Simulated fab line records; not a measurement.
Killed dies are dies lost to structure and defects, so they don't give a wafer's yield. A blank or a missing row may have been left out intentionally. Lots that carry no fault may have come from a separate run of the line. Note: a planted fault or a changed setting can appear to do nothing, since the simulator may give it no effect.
The tool behind it: which one?	flow n5-finfet	60 wafers from 20 lots sampled at 4 of the route's 1938 steps

## WHAT THE GAUGES READ, wafer by wafer
N5_DUMMY_GATE_OVL_MEAS_16.
lot	measured	on	GATE_OVL (nm)
L074	day 2 22:15	overlay-01	1.2 0.9 1.2
L076	day 3 10:39	overlay-02	0.3 1.0 0.6
L077	day 3 15:42	overlay-01	0.9 0.2 0.6
L078	day 3 23:16	overlay-02	-0.3 -0.6 0.1
L079	day 4 04:13	overlay-02	0.7 -0.2 0.3
L080	day 4 09:54	overlay-01	0.5 -0.7 -0.2
L081	day 4 15:54	overlay-02	0.0 -0.3 -0.3
L082	day 4 23:50	overlay-02	-0.3 0.2 0.5
L084	day 5 14:43	overlay-02	-0.6 0.9 -0.4
L085	day 5 16:31	overlay-02	1.7 1.0 0.6
L086	day 6 02:48	overlay-01	-0.1 0.5 0.7
L087	day 6 08:37	overlay-02	0.3 -0.6 0.5
L088	day 6 13:01	overlay-02	-1.5 -0.6 -0.4
L089	day 6 18:39	overlay-01	0.5 0.2 0.3
L090	day 6 23:47	overlay-01	1.9 1.0 0.9
L092	day 7 11:44	overlay-02	0.0 1.3 1.2
L093	day 7 15:57	overlay-02	0.6 -0.4 -0.4
L095	day 8 05:58	overlay-01	1.2 1.7 0.8
L096	day 8 13:08	overlay-02	-0.1 0.0 0.0
L097	day 8 22:47	overlay-02	-1.0 0.1 -0.4

N5_DUMMY_GATE_CD_MEAS_24: target cd 15 nm.
lot	measured	on	cd-nm (nm)
L074	day 2 23:13	cd-sem-03	14.2 14.4 14.9
L076	day 3 11:39	cd-sem-02	15.1 15.4 14.8
L077	day 3 16:43	cd-sem-03	15.7 15.9 15.2
L078	day 4 00:14	cd-sem-03	15.3 15.3 15.2
L079	day 4 05:14	cd-sem-03	14.9 14.5 14.9
L080	day 4 10:52	cd-sem-02	14.9 14.9 14.9
L081	day 4 16:52	cd-sem-01	15.0 15.0 15.2
L082	day 5 00:48	cd-sem-01	15.0 14.9 15.4
L084	day 5 15:43	cd-sem-03	14.6 15.1 14.7
L085	day 5 17:32	cd-sem-02	14.8 14.8 14.6
L086	day 6 03:52	cd-sem-03	14.8 15.0 14.8
L087	day 6 09:34	cd-sem-02	15.3 14.9 15.4
L088	day 6 13:58	cd-sem-02	14.6 15.8 16.3
L089	day 6 19:46	cd-sem-03	16.0 15.2 15.8
L090	day 7 00:44	cd-sem-02	15.4 14.7 15.1
L092	day 7 13:36	cd-sem-02	14.9 14.8 15.0
L093	day 7 17:25	cd-sem-02	14.9 14.8 14.8
L095	day 8 06:56	cd-sem-03	14.8 15.3 14.8
L096	day 8 14:19	cd-sem-02	15.2 14.9 14.7
L097	day 8 23:44	cd-sem-02	14.9 14.8 15.0

## TOOL THAT RAN EACH LOT (tool first, then ch and the chambers of the sampled wafers, then the start)
lot	N5_DUMMY_GATE_ETCH_29	N5_DUMMY_GATE_STRIP_41
L074	rie-diel-04 ch 0,1, day 2 22:25	rie-diel-04 ch 1,2, day 2 22:49
L076	rie-diel-06 ch 0,2,3, day 3 10:48	rie-diel-04 ch 1,2,3, day 3 11:15
L077	rie-diel-06 ch 1,2,3, day 3 15:53	rie-diel-01 ch 1,2, day 3 16:18
L078	rie-diel-06 ch 0,2, day 3 23:25	rie-diel-06 ch 0,3, day 3 23:49
L079	rie-diel-01 ch 1,2,3, day 4 04:22	rie-diel-06 ch 1,2, day 4 04:50
L080	rie-diel-04 ch 0,1, day 4 10:04	rie-diel-06 ch 0,2,3, day 4 10:28
L081	rie-diel-04 ch 0,2,3, day 4 16:03	rie-diel-06 ch 0,3, day 4 16:28
L082	rie-diel-01 ch 0,1, day 4 23:59	rie-diel-04 ch 0,1, day 5 00:24
L084	rie-diel-01 ch 1,3, day 5 14:55	rie-diel-04 ch 0,1,2, day 5 15:19
L085	rie-diel-01 ch 1,2,3, day 5 16:43	rie-diel-04 ch 0,3, day 5 17:08
L086	rie-diel-06 ch 0,2, day 6 02:57	rie-diel-01 ch 0,2,3, day 6 03:28
L087	rie-diel-06 ch 0,2,3, day 6 08:46	rie-diel-06 ch 1,2,3, day 6 09:10
L088	rie-diel-04 ch 0,2,3, day 6 13:10	rie-diel-01 ch 1,2, day 6 13:34
L089	rie-diel-01 ch 0,3, day 6 18:47	rie-diel-04 ch 0,3, day 6 19:20
L090	rie-diel-06 ch 0,1,3, day 6 23:56	rie-diel-06 ch 0,1, day 7 00:20
L092	rie-diel-06 ch 0,3, day 7 12:30	rie-diel-06 ch 0,1,2, day 7 13:11
L093	rie-diel-06 ch 1,2, day 7 16:28	rie-diel-06 ch 0,1,2, day 7 17:01
L095	rie-diel-01 ch 0,2,3, day 8 06:07	rie-diel-04 ch 1,2,3, day 8 06:32
L096	rie-diel-06 ch 1,2,3, day 8 13:17	rie-diel-04 ch 2,3, day 8 13:55
L097	rie-diel-01 ch 0,2,3, day 8 22:56	rie-diel-06 ch 0,1,2, day 8 23:20
- N5_DUMMY_GATE_ETCH_29: etches underlayer in N2/H2, target depth 13 nm.
- N5_DUMMY_GATE_STRIP_41: strips in O2.

## AS READ BY THE TOOLS THEMSELVES (means over the sampled wafers that have a number; for cases with no such wafer, the mark the record gives instead)
N5_DUMMY_GATE_ETCH_29.
lot	tool	chamber-pressure-mTorr (mTorr)	drypump-motor-current-A (A)	h2-flow-sccm (sccm)	oes-product-au (a.u.)	rf-vpp-V (V)	showerhead-plenum-p-Torr (Torr)	throttle-valve-pct (%)
L074	rie-diel-04	30.005	5.4	200.0	0.77	527.1	2.64	18.01
L076	rie-diel-06	30.026	5.5	200.4	0.74	523.4	2.52	17.99
L077	rie-diel-06	29.996	5.5	199.8	0.75	520.9	2.43	17.93
L078	rie-diel-06	30.022	5.1	200.6	0.72	521.8	2.49	18.03
L079	rie-diel-01	30.005	5.8	199.9	0.76	525.0	2.58	17.93
L080	rie-diel-04	30.005	5.4	200.1	0.77	526.4	2.64	18.04
L081	rie-diel-04	29.997	5.7	199.5	0.79	526.6	2.61	17.74
L082	rie-diel-01	29.976	6.3	199.7	0.75	522.2	2.50	18.08
L084	rie-diel-01	29.989	6.1	199.8	0.73	523.6	2.53	17.96
L085	rie-diel-01	30.009	5.8	200.4	0.74	524.5	2.57	17.94
L086	rie-diel-06	29.984	5.1	200.0	0.70	521.8	2.48	18.06
L087	rie-diel-06	29.995	5.5	200.6	0.72	524.0	2.51	18.02
L088	rie-diel-04	30.013	5.7	200.8	0.78	526.7	2.61	17.75
L089	rie-diel-01	29.998	6.1	200.1	0.70	522.2	2.48	17.99
L090	rie-diel-06	30.016	5.8	200.3	0.76	522.3	2.50	17.97
L092	rie-diel-06	30.002	6.0	200.6	0.73	523.5	2.54	18.02
L093	rie-diel-06	29.959	5.3	200.1	0.84	521.0	2.49	17.81
L095	rie-diel-01	29.990	5.7	199.9	0.72	523.1	2.52	17.98
L096	rie-diel-06	30.003	5.5	199.7	0.82	523.5	2.53	17.87
L097	rie-diel-01	30.010	5.7	200.0	0.72	523.4	2.52	17.97

N5_DUMMY_GATE_STRIP_41.
lot	tool	chamber-pressure-mTorr (mTorr)	drypump-motor-current-A (A)	oes-product-au (a.u.)	rf-vpp-V (V)	showerhead-plenum-p-Torr (Torr)	throttle-valve-pct (%)
L074	rie-diel-04	30.032	5.6	0.79	4.0	2.17	16.83
L076	rie-diel-04	30.020	5.8	0.79	3.2	2.16	16.71
L077	rie-diel-01	29.986	6.0	0.78	4.1	2.14	16.78
L078	rie-diel-06	30.018	5.8	0.76	3.4	2.15	16.86
L079	rie-diel-06	29.985	5.0	0.73	3.4	1.96	16.66
L080	rie-diel-06	30.018	5.5	0.74	3.4	2.08	16.85
L081	rie-diel-06	30.008	6.0	0.75	3.5	2.12	16.87
L082	rie-diel-04	30.013	5.4	0.74	3.7	2.17	16.93
L084	rie-diel-04	30.005	5.5	0.79	3.5	2.17	16.78
L085	rie-diel-04	30.005	5.5	0.75	3.6	2.18	16.72
L086	rie-diel-01	29.978	5.7	0.73	4.0	2.08	16.76
L087	rie-diel-06	29.983	5.5	0.73	3.7	1.99	16.70
L088	rie-diel-01	30.010	5.5	0.77	4.2	2.16	16.75
L089	rie-diel-04	30.023	5.8	0.73	3.8	2.16	16.71
L090	rie-diel-06	29.998	5.6	0.77	3.5	2.09	16.72
L092	rie-diel-06	29.990	5.3	0.83	4.2	2.10	16.56
L093	rie-diel-06	30.005	5.3	0.83	3.5	2.10	16.57
L095	rie-diel-04	29.962	5.8	0.75	4.0	2.15	16.79
L096	rie-diel-04	30.004	5.9	0.79	3.7	2.15	16.62
L097	rie-diel-06	29.990	5.3	0.81	3.6	2.10	16.59

## THE ANSWER, worked out from the rows above alone
Rule: usual is defined by the lots themselves. Put in order of their means at a reading, lots are off if they are a third of the lots or fewer, leave a main group of 4 or more, and stand apart from it by a gap of 3 or more times the standard deviation of the main group's means; of several such gaps the widest counts. A main group is skipped when, at the precision printed for the reading in the tables above, its means are all equal. Also off: a lot with no number at a reading for which 4 or more lots have one. Any other lot the step has rows for is counted as sound. The gauges are gone through in route order, then the tools' own readings, and for those a lot's mean is taken as printed above. At the first step where some lot is off, the reading lying furthest off is the one used; lots without a number count as furthest.
No lot is off on any of the readings shown, so nothing can be concluded from this.

## WHAT WAS PUT IN BY THE SIMULATOR
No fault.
